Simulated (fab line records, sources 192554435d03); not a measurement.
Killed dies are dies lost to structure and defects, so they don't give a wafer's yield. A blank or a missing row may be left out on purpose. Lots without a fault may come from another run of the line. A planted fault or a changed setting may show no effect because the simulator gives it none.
Chamber matching | flow n5_finfet | N5_BEOL_M10_PECVD_70 on pecvd-04: 3 sister chambers
The step deposits SiO2 from TEOS/O2, target thk 20 nm, time 22.7 s. 20 wafers are shown with their chamber, then 10 later ones without.

WAFERS WITH THEIR CHAMBER
wafer  | chamber | throttle_valve_pct (%) | heater_power_w (W) | showerhead_plenum_p_Torr (Torr)
L076.2 | 0       | 22.4                   | 891                | 8.83
L076.3 | 1       | 23.3                   | 633                | 8.86
L076.6 | 1       | 23.5                   | 636                | 8.82
L077.1 | 0       | 22.3                   | 737                | 8.83
L077.3 | 2       | 21.3                   | 737                | 8.81
L077.6 | 1       | 23.4                   | 673                | 8.85
L084.1 | 0       | 22.1                   | 739                | 8.83
L084.3 | 1       | 23.5                   | 634                | 8.85
L084.6 | 0       | 22.4                   | 751                | 8.80
L085.2 | 1       | 23.5                   | 560                | 8.85
L085.3 | 0       | 22.2                   | 773                | 8.80
L085.6 | 1       | 23.4                   | 570                | 8.84
L083.1 | 0       | 22.2                   | 832                | 8.82
L083.4 | 2       | 21.3                   | 679                | 8.84
L083.5 | 1       | 23.1                   | 584                | 8.84
L086.1 | 1       | 23.6                   | 642                | 8.83
L086.3 | 2       | 21.1                   | 720                | 8.81
L086.4 | 2       | 21.2                   | 718                | 8.84
L089.2 | 2       | 21.5                   | 707                | 8.83
L089.5 | 1       | 23.2                   | 609                | 8.83

SIGNATURES (means of the wafers above)
reading                  | chamber 0 | chamber 1 | chamber 2 | scatter within a chamber
throttle_valve_pct       | 22.267    | 23.389    | 21.280    | 0.148
heater_power_w           | 787.17    | 615.67    | 712.20    | 43.5
showerhead_plenum_p_Torr | 8.8183    | 8.8411    | 8.8260    | 0.0139
Rule: a wafer's distance from a chamber is the root of the sum, over the readings, of the square of ((its reading less the chamber's mean) divided by the reading's scatter). The wafer belongs to the nearest chamber; if the next one is less than 2 further off, it can't be placed. The scatter: the root of (the sum of the squares of (reading less its chamber's mean) over the shown wafers, divided by (wafers less chambers)).

WAFERS WITHOUT THEIR CHAMBER
wafer  | throttle_valve_pct (%) | heater_power_w (W) | showerhead_plenum_p_Torr (Torr)
L089.6 | 21.2                   | 716                | 8.83
L091.1 | 22.1                   | 757                | 8.84
L091.3 | 21.5                   | 783                | 8.85
L091.5 | 22.2                   | 734                | 8.85
L092.2 | 23.1                   | 711                | 8.84
L092.4 | 22.3                   | 867                | 8.82
L092.5 | 23.3                   | 717                | 8.85
L096.1 | 23.3                   | 629                | 8.82
L096.5 | 22.3                   | 742                | 8.83
L096.6 | 21.5                   | 720                | 8.83

WHICH CHAMBER EACH WENT THROUGH
wafer  | from the rows above | in truth
L089.6 | 2                   | 2
L091.1 | 0                   | 0
L091.3 | 2                   | 2
L091.5 | 0                   | 0
L092.2 | 1                   | 1
L092.4 | 0                   | 0
L092.5 | 1                   | 1
L096.1 | 1                   | 1
L096.5 | 0                   | 0
L096.6 | 2                   | 2
Placed correctly: 10 of 10. Can't be placed from these rows: 0. Placed wrongly: 0.
